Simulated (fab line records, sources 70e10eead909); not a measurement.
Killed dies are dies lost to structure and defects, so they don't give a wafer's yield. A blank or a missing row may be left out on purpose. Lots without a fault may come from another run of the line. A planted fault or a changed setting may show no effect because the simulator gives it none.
A struck lot beside a sound one | flow nand_harc | 41 steps out of a route of 1159
Sound: wafers L212.4, L212.5, L212.6. Struck: wafers L225.1, L225.4. (L225.2 of the same lot was not struck and is left out.) The cause comes at the end.
At each step with rows: each side's tool, then ch and its chambers, then its first start. Under that, the readings that differ: sound wafers | struck wafers | difference of the means | sigmas: that difference in standard deviations of wafers without a fault.
alike: readings whose means differ by less than 2 such deviations, and words and numbers that are the same on both sides. not compared: withheld readings, readings that some wafer has no value for, bounds like >300 that may hide the same value, and numbers for which the record gives no deviation and whose values overlap.
The two part at a step that has a row with sigmas, a row that says differs or no value, or rows on one side only. Numbers that don't overlap but have no deviation are shown without sigmas and don't part them. A reading that every wafer of one side lacks parts them only if that side has two wafers or more.

first, 3 steps without rows for these wafers: NHARC_A_CONTACT_EXPOSE_05 (exposes mask A CC); NHARC_A_CONTACT_PEB_06 (peb time 65 s); NHARC_A_CONTACT_DEVELOP_07 (develop time 35 s).
NHARC_A_CONTACT_CD_MEAS_08: target cd 100 nm.
  sound on cd_sem-02 ch 0, day 19 11:16; struck on cd_sem-03 ch 0, day 22 04:31
  alike: cd_nm
NHARC_A_CONTACT_OVL_MEAS_09:
  sound on overlay-01, day 19 11:20; struck on overlay-02, day 22 04:37
  alike: overlay_x_nm, overlay_y_nm
NHARC_A_CONTACT_INSPECT_10:
  sound on defect_inspect-01, day 19 11:23; struck on defect_inspect-01, day 22 04:38
  alike: raw_defect_count
then, 3 steps without rows for these wafers: NHARC_A_CONTACT_DESCUM_13 (chemistry O2, time 3 s); NHARC_A_CONTACT_ETCH_88 (etches the open film in CF4, target depth 39 nm, time 65 s); NHARC_A_CONTACT_ETCH_89 (etches the open film in N2/H2, target depth 260 nm, time 475.3 s).
NHARC_A_CONTACT_ETCH_30: etches the open film in CF4/CHF3, target depth 60.5 nm, time 30.2 s.
  sound on rie_diel-03 ch 0,2,3; struck on rie_diel-09 ch 2,3
  alike: drypump_motor_current_A, oes_product_au, rf_fwd_power_W, rf_vpp_V, showerhead_plenum_p_Torr, throttle_valve_pct
  not compared: rf_hours_counter_h
then, 2 steps without rows for these wafers: NHARC_A_CONTACT_ETCH_31 (etches the open film in O2/COS, target depth 2000 nm, time 520 s); NHARC_A_CONTACT_ETCH_134 (etches the open film in C4F8/O2/Ar, time 140 s, target depth 700 nm).
NHARC_A_CONTACT_ETCH_135: etches the open film in C4F8/O2/Ar, time 132 s, target depth 1287 nm.
  sound on har_cap_etch-01 ch 0,1, day 19 12:47; struck on har_cap_etch-02 ch 0, day 22 05:55
  not compared: rf_hours_counter_h
then, 1 step without rows for these wafers: NHARC_A_CONTACT_ETCH_136 (etches the open film in C4F8/O2/Ar, time 132 s, target depth 1287 nm).
NHARC_A_CONTACT_ETCH_137: etches the open film in C4F8/O2/Ar, time 132 s, target depth 1287 nm.
  sound on har_cap_etch-01 ch 0,1, day 19 13:02; struck on har_cap_etch-02 ch 0, day 22 06:10
  not compared: rf_hours_counter_h
then, 4 steps without rows for these wafers: NHARC_A_CONTACT_ETCH_138 (etches the open film in C4F8/O2/Ar, time 132 s, target depth 1289 nm); NHARC_A_CONTACT_ETCH_139 (etches the open film in C4F8/O2/Ar, time 137 s, target depth 590 nm); NHARC_A_CONTACT_ETCH_92 (etches the open film in CH3F/O2, target depth 40 nm, time 85.7 s); NHARC_A_CONTACT_ETCH_98 (etches the open film in C4F6/O2, target depth 20 nm, time 10 s).
NHARC_A_CONTACT_CD_MEAS_15:
  sound on cd_sem-02, day 19 13:51; struck on cd_sem-02, day 22 07:04
  alike: cd_nm
then, 3 steps without rows for these wafers: NHARC_A_CONTACT_STRIP_107 (strips in N2/H2); NHARC_A_CONTACT_STRIP_108 (strips in CF4/CHF3); NHARC_A_CONTACT_STRIP_109 (strips in O2/COS).
NHARC_A_CONTACT_ETCH_110: etches the open film in CF4/O2, target depth 50 nm, overetch 5 nm, time 27.5 s.
  sound on rie_diel-03 ch 0,2,3, day 19 14:08; struck on rie_diel-09 ch 0, day 22 07:27
  alike: drypump_motor_current_A, oes_product_au, rf_fwd_power_W, rf_vpp_V, showerhead_plenum_p_Torr, throttle_valve_pct
  not compared: rf_hours_counter_h
then, 2 steps without rows for these wafers: NHARC_A_CONTACT_STRIP_26 (strips in O2); NHARC_A_CONTACT_STRIP_27 (strips in post etch residue remover, time 600 s).
NHARC_A_CONTACT_ALD_18: deposits TiN, target thk 3 nm, pulse time 1 s, ald cycles 150.
  sound on ald_metal-02 ch 0,1,2, day 19 14:49; struck on ald_metal-02 ch 0,1, day 22 08:09
  alike: heater_power_w, precursor_pulse_height_rel
NHARC_A_CONTACT_CVD_19: deposits W, target thk 300 nm, time 802 s.
  sound on cvd_w-02 ch 0,1; struck on cvd_w-01 ch 0,1
  alike: heater_power_w, mfc_h2_sccm, throttle_valve_pct
then, 12 steps without rows for these wafers: NHARC_A_CONTACT_CMP_20 (polishes, t overpolish 30 s, target thk 300 nm); NHARC_A_CONTACT_SRD_22; NHARC_A_BLC_DEHYDRATE_00 (time 120 s); NHARC_A_BLC_HMDS_01 (time 30 s); NHARC_A_BLC_COAT_02 (time 75 s); NHARC_A_BLC_COAT_03 (time 65 s); NHARC_A_BLC_COAT_04 (resist thk 90 nm); NHARC_A_BLC_SOFTBAKE_05 (time 55 s); NHARC_A_BLC_EBR_06; NHARC_A_BLC_EXPOSE_07 (exposes mask A BLC, target cd 100 nm); NHARC_A_BLC_PEB_08 (peb time 65 s); NHARC_A_BLC_DEVELOP_09 (develop time 35 s).
-- the record jumps here: 2 days lie between the struck wafers' starts before and after (it left off in module A_BLC and takes up again in module END, whose first step shown is number 1159 of the route) --
NHARC_END_SORT_01:
  sound on prober-01 ch 0, day 21 20:50; struck on prober-01 ch 0, day 24 19:49
  reading             | sound    | struck  | difference | sigmas
  killed_at_array     | 36 34 30 | 137 124 | +97        | +9
  killed_at_periphery | 0 0 2    | 5 8     | +6         | +3
  killed_dies         | 38 34 34 | 142 132 | +102       | +8
  alike: killed_at_other, killed_open, killed_short

WHERE THEY PART
Only at NHARC_END_SORT_01, within this record.

WHY: what the simulator had put in
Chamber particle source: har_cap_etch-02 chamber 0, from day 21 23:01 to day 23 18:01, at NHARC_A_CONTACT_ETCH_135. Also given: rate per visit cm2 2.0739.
